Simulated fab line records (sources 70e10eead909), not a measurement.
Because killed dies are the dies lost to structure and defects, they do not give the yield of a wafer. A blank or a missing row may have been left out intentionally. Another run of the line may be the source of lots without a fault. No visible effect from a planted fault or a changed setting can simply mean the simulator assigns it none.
The tool behind it: which one? ; flow nandHarc ; 12 lots, 36 wafers sampled, at 5 steps of a route of 1302

WHAT THE GAUGES READ, wafer by wafer
NHARC_END_SORT_01. Usual: killedAtArray 60, standard deviation 21; killedAtOther 1.0, standard deviation 1.2; killedAtPeriphery 4.2, standard deviation 2.8; killedDies 65, standard deviation 20; killedOpen 3.1, standard deviation 1.8; killedShort 2.6, standard deviation 1.6.
lot;measured;on;killedAtArray;killedAtOther;killedAtPeriphery;killedDies;killedOpen;killedShort;flag
L537;day 30 09:37;prober-02;116 118 50;1 1 0;4 7 7;121 126 57;4 3 3;2 4 3;

WHICH TOOL RAN EACH LOT (tool, then ch and the chambers of the sampled wafers, then the start)
lot;NHARC_A_SLIT_ETCH_29;NHARC_A_WL_FILL_STRIP_29;NHARC_A_WL_FILL_CVD_20;NHARC_A_CONTACT_DEP_29
L523;rieDiel-11 ch 0,1,2, day 19 19:31;rieDiel-05 ch 2,3, day 20 14:01;cvdW-01 ch 0,1, day 21 01:26 or earlier;pecvd-03 ch 0,2, day 21 01:26
L524;rieDiel-03 ch 2,3, day 20 12:06;rieDiel-05 ch 0,1,3, day 21 08:02;cvdW-01 ch 0,1, day 21 20:25 or earlier;pecvd-03 ch 0,1, day 21 20:25
L525;rieDiel-06 ch 0,1, day 20 13:08;rieDiel-01 ch 0,1,3, day 21 10:26;cvdW-02 ch 0,1, day 21 21:55 or earlier;pecvd-04 ch 0,1,2, day 21 21:55
L527;rieDiel-11 ch 1,2,3, day 21 13:06;rieDiel-01 ch 0,1, day 22 07:56;cvdW-02 ch 0,1, day 22 19:32 or earlier;pecvd-02 ch 1,2, day 22 19:32
L529;rieDiel-03 ch 1,2, day 21 22:49;rieDiel-10 ch 0,1,3, day 22 17:29;cvdW-02 ch 0,1, day 23 04:49 or earlier;pecvd-02 ch 0,2, day 23 04:49
L528;rieDiel-06 ch 2,3, day 21 23:47;rieDiel-01 ch 0,1,2, day 22 20:30;cvdW-02 ch 0,1, day 23 09:46 or earlier;pecvd-04 ch 0,2, day 23 09:46
L531;rieDiel-06 ch 0,2,3, day 23 12:17;rieDiel-10 ch 0,2,3, day 24 07:46;cvdW-02 ch 0,1, day 24 18:58 or earlier;pecvd-04 ch 0,1,2, day 24 18:58
L532;rieDiel-11 ch 1,2,3, day 23 19:36;rieDiel-05 ch 0,1,2, day 24 14:07;cvdW-01 ch 0,1, day 25 01:42 or earlier;pecvd-03 ch 0,1, day 25 01:42
L537;rieDiel-03 ch 2,3, day 25 12:56;rieDiel-05 ch 0,3, day 26 07:34;cvdW-02 ch 0,1, day 26 23:53 or earlier;pecvd-03 ch 0,2, day 26 23:53
L543;rieDiel-11 ch 0,1,2, day 27 22:47;rieDiel-10 ch 0,1,2, day 28 16:52;cvdW-02 ch 0,1, day 29 09:26 or earlier;pecvd-03 ch 1,2, day 29 09:26
L544;rieDiel-03 ch 0,1,2, day 28 15:03;rieDiel-10 ch 0,1,2, day 29 09:20;cvdW-02 ch 0,1, day 29 20:35 or earlier;pecvd-04 ch 0,1,2, day 29 20:35
L546;rieDiel-03 ch 1,3, day 29 09:27;rieDiel-01 ch 0,1,3, day 30 08:26;cvdW-02 ch 0,1, day 30 18:22 or earlier;pecvd-04 ch 1,2, day 30 18:22
- NHARC_A_SLIT_ETCH_29: etches the open film in CF4/O2, target depth 100 nm, overetch 10 nm, time 55 s.
- NHARC_A_WL_FILL_STRIP_29: strips in O2, time 20 s.
- NHARC_A_WL_FILL_CVD_20: deposits W, target thk 100 nm, time 74 s.
- NHARC_A_CONTACT_DEP_29: deposits SiON, target thk 100 nm.

AS READ BY THE TOOLS THEMSELVES (means over the sampled wafers that have a number; for cases with no such wafer, the mark the record gives instead)
NHARC_A_SLIT_ETCH_29. Usual: drypumpMotorCurrentA 5.8 A, standard deviation 0.36; mfcArSccm 0.006 sccm, standard deviation 0.011; oesProductAu 0.998 a.u., standard deviation 0.0069; rfVppV 198.4 V, standard deviation 1.3; showerheadPlenumPTorr 1.36 Torr, standard deviation 0.048; throttleValvePct 13.399 %, standard deviation 0.0082.
lot;tool;drypumpMotorCurrentA (A);mfcArSccm (sccm);oesProductAu (a.u.);rfVppV (V);showerheadPlenumPTorr (Torr);throttleValvePct (%);flag
L523;rieDiel-11;5.9;0.015;1.003;199.8;1.40;13.401;
L524;rieDiel-03;5.6;0.000;0.999;199.5;1.41;13.403;
L525;rieDiel-06;5.9;0.005;0.994;198.9;1.39;13.395;
L527;rieDiel-11;5.9;0.005;1.001;199.0;1.37;13.399;
L529;rieDiel-03;6.0;0.000;1.001;198.4;1.35;13.395;
L528;rieDiel-06;5.9;0.000;1.002;197.0;1.31;13.399;
L531;rieDiel-06;6.0;0.002;0.994;198.3;1.34;13.400;
L532;rieDiel-11;5.9;0.005;1.008;198.3;1.37;13.400;
L537;rieDiel-03;5.7;0.000;1.004;199.1;1.40;13.403;
L543;rieDiel-11;5.9;0.015;1.002;199.6;1.39;13.390;
L544;rieDiel-03;5.8;0.000;1.006;198.1;1.34;13.392;
L546;rieDiel-03;5.4;0.000;1.007;196.8;1.31;13.401;

NHARC_A_WL_FILL_STRIP_29. Usual: drypumpMotorCurrentA 5.7 A, standard deviation 0.55; mfcArSccm 0.007 sccm, standard deviation 0.0088; oesProductAu 1.000 a.u., standard deviation 0.0077; rfVppV 57.6 V, standard deviation 0.84; showerheadPlenumPTorr 3.50 Torr, standard deviation 0.17; throttleValvePct 17.037 %, standard deviation 0.0085.
lot;tool;drypumpMotorCurrentA (A);mfcArSccm (sccm);oesProductAu (a.u.);rfVppV (V);showerheadPlenumPTorr (Torr);throttleValvePct (%);flag
L523;rieDiel-05;5.3;0.009;0.988;57.7;3.33;17.041;
L524;rieDiel-05;6.0;0.002;1.001;58.1;3.46;17.032;
L525;rieDiel-01;5.7;0.002;0.992;58.2;3.40;17.037;
L527;rieDiel-01;6.1;0.005;1.002;57.3;3.44;17.045;
L529;rieDiel-10;5.6;0.006;1.000;58.0;3.67;17.035;
L528;rieDiel-01;5.8;0.002;1.006;57.0;3.51;17.040;
L531;rieDiel-10;6.0;0.016;1.003;57.8;3.63;17.029;
L532;rieDiel-05;5.6;0.007;1.005;57.6;3.47;17.035;
L537;rieDiel-05;5.9;0.000;0.992;57.5;3.51;17.039;
L543;rieDiel-10;5.8;0.010;0.998;58.1;3.63;17.036;
L544;rieDiel-10;5.8;0.010;0.995;57.9;3.63;17.041;
L546;rieDiel-01;5.7;0.002;1.014;57.6;3.40;17.044;

NHARC_A_WL_FILL_CVD_20. Usual: heaterPowerW 840 W, standard deviation 78; mfcArSccm 1561 sccm, standard deviation 4.4; throttleValvePct 7.81 %, standard deviation 0.17.
lot;tool;heaterPowerW (W);mfcArSccm (sccm);throttleValvePct (%);flag
L523;cvdW-01;861;1563;7.67;
L524;cvdW-01;843;1572;7.75;
L525;cvdW-02;805;1561;7.74;
L527;cvdW-02;873;1565;7.72;
L529;cvdW-02;863;1562;7.77;
L528;cvdW-02;869;1563;7.76;
L531;cvdW-02;811;1557;7.96;
L532;cvdW-01;867;1567;7.97;
L537;cvdW-02;808;1558;7.83;
L543;cvdW-02;855;1563;7.74;
L544;cvdW-02;841;1556;7.58;
L546;cvdW-02;781;1560;7.46;

NHARC_A_CONTACT_DEP_29. Usual: heaterPowerW 711 W, standard deviation 66.
lot;tool;heaterPowerW (W);flag
L523;pecvd-03;668;
L524;pecvd-03;715;
L525;pecvd-04;667;
L527;pecvd-02;813;
L529;pecvd-02;767;
L528;pecvd-04;632;
L531;pecvd-04;626;
L532;pecvd-03;779;
L537;pecvd-03;735;
L543;pecvd-03;726;
L544;pecvd-04;679;
L546;pecvd-04;741;

THE ANSWER, worked out from the rows above alone
Rule: lot off if the mean of its wafers having a number is beyond 3 standard deviations from the usual mean. A lot without any number at a reading at which 4 lots or more have one is off too. Where the step has rows for the other lots, those lots are counted as sound. Order of review: gauges by route order, followed by the tools' own readings, for which a lot's mean as printed above is used. The first step at which some lot is off is used, and at that step the reading that is off furthest; a lot without a number counts as furthest.
No lot is off on any of the readings shown, so nothing can be concluded from this.

WHAT THE SIMULATOR HAD INSERTED
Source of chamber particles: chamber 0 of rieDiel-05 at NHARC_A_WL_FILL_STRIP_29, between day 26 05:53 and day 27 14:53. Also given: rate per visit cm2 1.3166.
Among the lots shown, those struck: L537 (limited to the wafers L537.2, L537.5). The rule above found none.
